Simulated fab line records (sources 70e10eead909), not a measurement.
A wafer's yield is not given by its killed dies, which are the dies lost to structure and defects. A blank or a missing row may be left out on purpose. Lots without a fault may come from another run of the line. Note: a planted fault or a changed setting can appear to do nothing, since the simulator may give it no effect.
Chamber matching ; flow nand_harc ; NHARC_A_SGD_CUT_DESCUM_14 on rie_diel-08 has 4 sister chambers
The step chemistry O2, time 3 s. 4 wafers are shown with their chamber, then 7 later ones without.

== EACH WAFER AND ITS CHAMBER ==
wafer;chamber;drypump_motor_current_A (A)
L086.2;2;6.20
L086.4;1;5.85
L089.2;0;5.94
L089.4;3;5.51

== WAFERS WITH NO CHAMBER GIVEN ==
wafer;drypump_motor_current_A (A)
L089.5;5.85
L095.1;5.86
L095.4;6.20
L095.5;5.95
L097.1;6.22
L097.3;5.85
L097.4;5.52

== CHAMBER TAKEN BY EACH ==
wafer;from the rows above;in truth
L089.5;1;1
L095.1;1;1
L095.4;2;2
L095.5;0;0
L097.1;2;2
L097.3;1;1
L097.4;3;3
Correct placement for 7 of the 7. Left unplaced by these rows: 0. 0 placed wrongly.
How it was worked out, from the rows above alone: a wafer's distance from a chamber is the root of the sum, over the readings, of the square of ((its reading less the chamber's mean) divided by the reading's scatter). The wafer belongs to the nearest chamber; if the next one is less than 2 further off, it can't be placed. Each chamber's mean is taken over the wafers shown for it. The scatter: root of mean squared gap, hidden wafer to nearest shown wafer, with one shown wafer a chamber.
